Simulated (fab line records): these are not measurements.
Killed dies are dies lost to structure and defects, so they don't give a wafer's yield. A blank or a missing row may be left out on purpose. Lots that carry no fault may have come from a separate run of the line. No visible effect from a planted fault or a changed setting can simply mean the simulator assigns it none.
Chamber matching :: flow n5Finfet :: 4 sister chambers for N5_BEOL_M0_SAQP_ETCH_49 on rieDiel-04
The step etches SiO2 in CF4/O2, target depth 37 nm. 8 wafers are shown with their chamber, then 11 later ones without.

WAFERS, EACH WITH ITS CHAMBER
wafer: L085.6
chamber: 2
drypumpMotorCurrentA (A): 5.75
throttleValvePct (%): 15.92

wafer: L088.1
chamber: 0
drypumpMotorCurrentA (A): 5.69
throttleValvePct (%): 16.20

wafer: L088.2
chamber: 3
drypumpMotorCurrentA (A): 5.49
throttleValvePct (%): 16.20

wafer: L088.3
chamber: 1
drypumpMotorCurrentA (A): 5.94
throttleValvePct (%): 15.82

wafer: L090.1
chamber: 3
drypumpMotorCurrentA (A): 5.53
throttleValvePct (%): 16.20

wafer: L090.2
chamber: 2
drypumpMotorCurrentA (A): 5.77
throttleValvePct (%): 15.46

wafer: L090.3
chamber: 1
drypumpMotorCurrentA (A): 5.91
throttleValvePct (%): 15.83

wafer: L090.4
chamber: 0
drypumpMotorCurrentA (A): 5.69
throttleValvePct (%): 16.21

WAFERS WITH NO CHAMBER GIVEN
wafer: L090.5
drypumpMotorCurrentA (A): 5.71
throttleValvePct (%): 16.21

wafer: L090.6
drypumpMotorCurrentA (A): 5.48
throttleValvePct (%): 16.21

wafer: L092.1
drypumpMotorCurrentA (A): 5.51
throttleValvePct (%): 16.21

wafer: L092.3
drypumpMotorCurrentA (A): 5.96
throttleValvePct (%): 15.83

wafer: L092.5
drypumpMotorCurrentA (A): 5.50
throttleValvePct (%): 16.22

wafer: L093.2
drypumpMotorCurrentA (A): 5.70
throttleValvePct (%): 16.21

wafer: L093.3
drypumpMotorCurrentA (A): 5.52
throttleValvePct (%): 16.23

wafer: L093.6
drypumpMotorCurrentA (A): 5.78
throttleValvePct (%): 15.48

wafer: L097.2
drypumpMotorCurrentA (A): 5.91
throttleValvePct (%): 15.84

wafer: L097.3
drypumpMotorCurrentA (A): 5.50
throttleValvePct (%): 16.22

wafer: L097.6
drypumpMotorCurrentA (A): 5.91
throttleValvePct (%): 15.85

EACH ONE'S CHAMBER
wafer: L090.5
from the rows above: 0
in truth: 0

wafer: L090.6
from the rows above: 3
in truth: 3

wafer: L092.1
from the rows above: 3
in truth: 3

wafer: L092.3
from the rows above: 1
in truth: 1

wafer: L092.5
from the rows above: 3
in truth: 3

wafer: L093.2
from the rows above: 0
in truth: 0

wafer: L093.3
from the rows above: 3
in truth: 3

wafer: L093.6
from the rows above: 2
in truth: 2

wafer: L097.2
from the rows above: 1
in truth: 1

wafer: L097.3
from the rows above: 3
in truth: 3

wafer: L097.6
from the rows above: 1
in truth: 1
Correctly placed: 11 of 11. Not placeable from these rows: 0. Placed wrongly: 0.
How it was worked out, from the rows above alone: a wafer's distance from a chamber is the root of the sum, over the readings, of the square of ((its reading less the chamber's mean) divided by the reading's scatter). The wafer belongs to the nearest chamber; if the next one is less than 2 further off, it can't be placed. Each chamber's mean is taken over the wafers shown for it. The scatter: take each reading less its chamber's mean, square it, sum over the shown wafers, divide by the number of wafers less the number of chambers, and take the root.
